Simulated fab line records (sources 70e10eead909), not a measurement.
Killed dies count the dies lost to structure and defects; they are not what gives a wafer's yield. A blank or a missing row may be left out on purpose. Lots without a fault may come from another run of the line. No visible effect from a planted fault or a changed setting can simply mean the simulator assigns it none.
A sampling plan put to the test :: flow nandHarc :: one line in one fab, 18 faults in these records, each fault weighed on the records of the lots it struck
What counts as the plan is the set of the line's own looks, namely the steps on the route at which a gauge or an inspection reads a wafer and does not change it. A look can be judged if struck wafers have a number there and the file gives its usual mean and standard deviation on fault-free wafers. Caught: the struck wafers' mean, at a look after the fault's first step, is 4 or more of those standard deviations (sigma) away from the usual mean. On the tool: the test repeated on the tool's own readings taken at the fault's steps. Another recipe on the struck wafers, or a record that is blank for them alone, also counts as caught.

THE FAULTS, as the simulator had put them in
1. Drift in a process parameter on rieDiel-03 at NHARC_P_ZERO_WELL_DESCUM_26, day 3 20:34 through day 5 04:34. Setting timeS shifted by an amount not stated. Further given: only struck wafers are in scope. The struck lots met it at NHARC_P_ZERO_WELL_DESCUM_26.
2. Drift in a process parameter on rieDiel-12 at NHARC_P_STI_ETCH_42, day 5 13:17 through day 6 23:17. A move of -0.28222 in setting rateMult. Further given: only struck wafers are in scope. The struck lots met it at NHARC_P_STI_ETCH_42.
3. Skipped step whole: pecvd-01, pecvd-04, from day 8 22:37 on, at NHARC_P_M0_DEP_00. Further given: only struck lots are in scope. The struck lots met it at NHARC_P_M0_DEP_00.
4. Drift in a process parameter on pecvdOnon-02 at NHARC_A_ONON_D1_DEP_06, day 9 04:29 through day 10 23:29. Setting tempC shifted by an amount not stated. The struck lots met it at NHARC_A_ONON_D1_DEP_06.
5. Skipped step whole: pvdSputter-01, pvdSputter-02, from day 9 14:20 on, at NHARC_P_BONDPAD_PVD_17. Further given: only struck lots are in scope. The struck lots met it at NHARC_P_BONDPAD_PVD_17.
6. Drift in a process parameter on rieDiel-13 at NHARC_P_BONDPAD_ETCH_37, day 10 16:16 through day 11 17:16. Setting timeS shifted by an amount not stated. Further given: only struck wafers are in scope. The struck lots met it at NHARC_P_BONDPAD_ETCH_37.
7. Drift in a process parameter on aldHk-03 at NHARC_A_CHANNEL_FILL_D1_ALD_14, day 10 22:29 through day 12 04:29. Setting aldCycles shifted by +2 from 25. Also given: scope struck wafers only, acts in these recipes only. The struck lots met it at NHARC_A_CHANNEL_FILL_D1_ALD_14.
8. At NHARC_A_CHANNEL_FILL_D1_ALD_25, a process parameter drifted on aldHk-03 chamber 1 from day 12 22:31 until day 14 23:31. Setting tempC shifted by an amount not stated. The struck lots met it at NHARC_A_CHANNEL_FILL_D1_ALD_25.
9. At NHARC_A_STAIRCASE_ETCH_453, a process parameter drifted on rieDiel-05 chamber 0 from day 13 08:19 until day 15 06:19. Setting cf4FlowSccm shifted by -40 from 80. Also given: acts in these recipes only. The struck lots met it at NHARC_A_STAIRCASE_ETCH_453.
10. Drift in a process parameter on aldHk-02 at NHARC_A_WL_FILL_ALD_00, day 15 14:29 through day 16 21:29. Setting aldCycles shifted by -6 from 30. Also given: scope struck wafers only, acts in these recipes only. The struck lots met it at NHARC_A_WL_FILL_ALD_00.
11. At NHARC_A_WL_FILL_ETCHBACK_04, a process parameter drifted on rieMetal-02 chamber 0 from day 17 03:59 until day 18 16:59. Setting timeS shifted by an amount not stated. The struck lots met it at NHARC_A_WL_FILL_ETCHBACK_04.
12. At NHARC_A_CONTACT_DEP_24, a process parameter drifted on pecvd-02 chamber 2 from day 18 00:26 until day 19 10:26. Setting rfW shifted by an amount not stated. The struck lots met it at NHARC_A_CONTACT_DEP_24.
13. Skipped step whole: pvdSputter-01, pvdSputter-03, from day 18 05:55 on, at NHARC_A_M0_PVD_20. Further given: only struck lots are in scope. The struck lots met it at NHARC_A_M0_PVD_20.
14. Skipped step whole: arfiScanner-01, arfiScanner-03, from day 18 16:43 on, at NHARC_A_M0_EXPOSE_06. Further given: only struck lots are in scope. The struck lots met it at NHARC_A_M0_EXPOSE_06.
15. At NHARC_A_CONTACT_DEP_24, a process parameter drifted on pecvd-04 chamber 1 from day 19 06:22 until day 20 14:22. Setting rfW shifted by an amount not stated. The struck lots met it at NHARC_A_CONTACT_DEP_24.
16. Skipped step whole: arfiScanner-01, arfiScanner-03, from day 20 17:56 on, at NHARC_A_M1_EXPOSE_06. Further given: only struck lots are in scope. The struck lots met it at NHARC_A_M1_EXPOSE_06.
17. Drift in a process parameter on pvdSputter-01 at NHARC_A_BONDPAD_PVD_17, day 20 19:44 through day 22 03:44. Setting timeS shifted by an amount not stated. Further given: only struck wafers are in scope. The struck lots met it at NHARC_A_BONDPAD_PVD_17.
18. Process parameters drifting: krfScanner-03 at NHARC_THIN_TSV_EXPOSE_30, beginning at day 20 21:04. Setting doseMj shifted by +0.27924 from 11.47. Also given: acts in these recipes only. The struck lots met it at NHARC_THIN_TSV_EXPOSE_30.

WHAT THE PLAN SAW
fault: 1
on the tool itself: runLengthS +4.0 sigma
first look that catches it: not the one look that can be judged after it
reading, sigma: -
median hours from its first step to that look: -
hours from the fault's start to the first struck lot there: -
judged looks passed uncaught: 1

fault: 2
on the tool itself: oesProductAu -13 sigma
first look that catches it: NHARC_END_SORT_01
reading, sigma: killedAtPeriphery +18
median hours from its first step to that look: 409.0
hours from the fault's start to the first struck lot there: 401
judged looks passed uncaught: 1

fault: 3
on the tool itself: the tool's record is blank for the struck wafers
first look that catches it: no look after it can be judged
reading, sigma: -
median hours from its first step to that look: -
hours from the fault's start to the first struck lot there: -
judged looks passed uncaught: 0

fault: 4
on the tool itself: susceptorTempC +99 or beyond sigma
first look that catches it: no look after it can be judged
reading, sigma: -
median hours from its first step to that look: -
hours from the fault's start to the first struck lot there: -
judged looks passed uncaught: 0

fault: 5
on the tool itself: the tool's record is blank for the struck wafers
first look that catches it: no look after it can be judged
reading, sigma: -
median hours from its first step to that look: -
hours from the fault's start to the first struck lot there: -
judged looks passed uncaught: 0

fault: 6
on the tool itself: runLengthS -33 sigma
first look that catches it: not the one look that can be judged after it
reading, sigma: -
median hours from its first step to that look: -
hours from the fault's start to the first struck lot there: -
judged looks passed uncaught: 1

fault: 7
on the tool itself: under 2 sigma
first look that catches it: not the one look that can be judged after it
reading, sigma: -
median hours from its first step to that look: -
hours from the fault's start to the first struck lot there: -
judged looks passed uncaught: 1

fault: 8
on the tool itself: susceptorTempC +9.6 sigma
first look that catches it: no look after it can be judged
reading, sigma: -
median hours from its first step to that look: -
hours from the fault's start to the first struck lot there: -
judged looks passed uncaught: 0

fault: 9
on the tool itself: throttleValvePct -99 or beyond sigma
first look that catches it: not the one look that can be judged after it
reading, sigma: -
median hours from its first step to that look: -
hours from the fault's start to the first struck lot there: -
judged looks passed uncaught: 1

fault: 10
on the tool itself: under 2 sigma
first look that catches it: no look after it can be judged
reading, sigma: -
median hours from its first step to that look: -
hours from the fault's start to the first struck lot there: -
judged looks passed uncaught: 0

fault: 11
on the tool itself: runLengthS -18 sigma
first look that catches it: no look after it can be judged
reading, sigma: -
median hours from its first step to that look: -
hours from the fault's start to the first struck lot there: -
judged looks passed uncaught: 0

fault: 12
on the tool itself: rfFwdPowerW -99 or beyond sigma
first look that catches it: not the one look that can be judged after it
reading, sigma: -
median hours from its first step to that look: -
hours from the fault's start to the first struck lot there: -
judged looks passed uncaught: 1

fault: 13
on the tool itself: the tool's record is blank for the struck wafers
first look that catches it: no look after it can be judged
reading, sigma: -
median hours from its first step to that look: -
hours from the fault's start to the first struck lot there: -
judged looks passed uncaught: 0

fault: 14
on the tool itself: no reading that can be judged
first look that catches it: no look after it can be judged
reading, sigma: -
median hours from its first step to that look: -
hours from the fault's start to the first struck lot there: -
judged looks passed uncaught: 0

fault: 15
on the tool itself: rfFwdPowerW +99 or beyond sigma
first look that catches it: not the one look that can be judged after it
reading, sigma: strongest: killedAtOther at NHARC_END_SORT_01, +3.0
median hours from its first step to that look: -
hours from the fault's start to the first struck lot there: -
judged looks passed uncaught: 1

fault: 16
on the tool itself: no reading that can be judged
first look that catches it: no look after it can be judged
reading, sigma: -
median hours from its first step to that look: -
hours from the fault's start to the first struck lot there: -
judged looks passed uncaught: 0

fault: 17
on the tool itself: under 2 sigma
first look that catches it: no look after it can be judged
reading, sigma: -
median hours from its first step to that look: -
hours from the fault's start to the first struck lot there: -
judged looks passed uncaught: 0

fault: 18
on the tool itself: exposureDoseMJCm2 +24 sigma
first look that catches it: none of the 2 looks that can be judged after it
reading, sigma: -
median hours from its first step to that look: -
hours from the fault's start to the first struck lot there: -
judged looks passed uncaught: 2
A dash: the fault isn't caught, or these records don't give the number.

Caught at a look: 1 of 18. Caught on the tool: 13 of 18. By one or the other: 13 of 18.
Faults 1, 3, 4, 5, 6, 8, 9, 11, 12, 13, 15, 18 were caught on the tool alone.
Caught by neither: faults 7, 10, 14, 16, 17.

THINNER SAMPLING
Were the look that catches a fault to measure just every second or every third lot (counted by lot number), the first struck lot would, at worst, be measured this late:
fault: 2
struck lots at that look, in order of time: L656, L659, L660
every lot: 401 h
every second lot: 431 h
every third lot: may miss all 3
Hours count from the start of the fault until the first struck lot that is measured. Since the struck wafers were tested as one group against 4 sigma, a single lot by itself may lie under the limit. Other struck lots may not be in these records.

THE LONGEST TIMED WAY FROM STEP TO LOOK
Fault 2: the median time between NHARC_P_STI_ETCH_42 and NHARC_END_SORT_01 is 409.0 hours. The look between them that can be judged stayed within 4 sigma: NHARC_P_STI_OCD_MEAS_17.
